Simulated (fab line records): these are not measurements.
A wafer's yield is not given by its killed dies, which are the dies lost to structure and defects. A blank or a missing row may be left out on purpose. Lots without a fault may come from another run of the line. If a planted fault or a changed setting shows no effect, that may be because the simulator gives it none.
One fault seen from 2 desks :: flow n5 finfet :: every desk sees just its own numbers, and what lay behind them comes last

## METROLOGY DESK
Lot by lot, what the gauges showed, no matter which tool ran the lot: averages of those sampled wafers that carry a number. Marked OUT: a lot whose mean sits more than 4 standard deviations from the usual mean, which makes it out of limits; the brackets give that distance. Shown here are 7 of its 10 readings, the ones lying furthest out on some lot.
Columns: A = DIBL_N at N5_BEOL_M4_RC_MEAS_101, usual 35.9 mV/V; B = IOFF_N at N5_BEOL_M4_RC_MEAS_101, usual 0.156 nA/um; C = IOFF_P at N5_BEOL_M4_RC_MEAS_101, usual 0.205 nA/um; D = ION_P at N5_BEOL_M4_RC_MEAS_101, usual 463 uA/um; E = SS_N at N5_BEOL_M4_RC_MEAS_101, usual 71.4 mV/dec; F = SS_P at N5_BEOL_M4_RC_MEAS_101, usual 73.1 mV/dec; G = VT_P at N5_BEOL_M4_RC_MEAS_101, usual -250.2 mV
lot: L381
first seen here: day 8 10:27
A: 35.4
B: 0.163
C: 0.200
D: 459
E: 71.9
F: 73.0
G: -252.7

lot: L382
first seen here: day 9 05:26
A: 36.7
B: 0.184
C: 0.211
D: 462
E: 71.7
F: 73.3
G: -251.7

lot: L384
first seen here: day 9 07:47
A: 33.8
B: 0.121
C: 0.177
D: 463
E: 70.7
F: 72.4
G: -250.7

lot: L385
first seen here: day 9 13:36
A: 35.8
B: 0.149
C: 0.236
D: 471
E: 71.7
F: 72.7
G: -246.4

lot: L387
first seen here: day 10 09:53
A: 35.4
B: 0.142
C: 0.196
D: 459
E: 70.5
F: 73.1
G: -251.8

lot: L393
first seen here: day 11 18:08
A: 34.7
B: 0.138
C: 0.163
D: 454
E: 71.3
F: 73.0
G: -255.3

lot: L394
first seen here: day 11 22:10
A: 35.5
B: 0.154
C: 0.198
D: 462
E: 71.4
F: 73.2
G: -250.8

lot: L395
first seen here: day 12 08:43
A: 36.9
B: 0.154
C: 0.232
D: 471
E: 71.0
F: 73.2
G: -246.5

lot: L399
first seen here: day 13 05:27
A: 38.2
B: 0.173
C: 0.223
D: 461
E: 71.9
F: 74.1
G: -248.9

lot: L397
first seen here: day 13 05:36
A: 35.4
B: 0.147
C: 0.189
D: 457
E: 71.7
F: 72.9
G: -253.6
This desk's verdict: no lot among the 10 shows anything out of limits.

## FOR THE TOOL OWNER'S DESK: cvd co-02
The tool's own readings at N5_BEOL_M0_CO_CAP_123 (material Co, precursor CCTBA/H2, target thk 2 nm, time 102.1 s): means of the sampled wafers that have a number, for each lot that ran on this tool. Marked OUT: a lot whose mean sits more than 4 standard deviations from the usual mean, which makes it out of limits; the brackets give that distance.
Columns: A = heater power w at N5_BEOL_M0_CO_CAP_123, usual 235 W; B = run length s at N5_BEOL_M0_CO_CAP_123, usual 125.4 s
lot: L381
first seen here: day 6 19:40
A: 230
B: 125.0

lot: L382
first seen here: day 7 00:55
A: 232
B: 125.4

lot: L384
first seen here: day 7 07:16
A: 213
B: 135.3 (+21) OUT

lot: L387
first seen here: day 8 08:55
A: 212
B: 135.3 (+21) OUT
This desk's verdict: out of limits on L384, L387, starting with L384 at day 7 07:16 (run length s at N5_BEOL_M0_CO_CAP_123). In limits: L381, L382.

## BROUGHT TOGETHER
An alarm could have come from the tool owner's desk at day 7 07:16, on L384, L387.
Metrology desk: nothing out of limits seen.
The metrology desk holds a record of L384, L387, inside its limits.
All the named lots went through N5_BEOL_M0_CO_CAP_123 on cvd co-02.

## WHAT THE SIMULATOR HAD INSERTED
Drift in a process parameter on cvd co-02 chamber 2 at N5_BEOL_M0_CO_CAP_123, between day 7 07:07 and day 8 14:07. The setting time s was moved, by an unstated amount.
Lots struck among those shown: L384, L387.
Delay in hours, fault start to first out-of-limits reading, by desk: the tool owner's desk at 0.
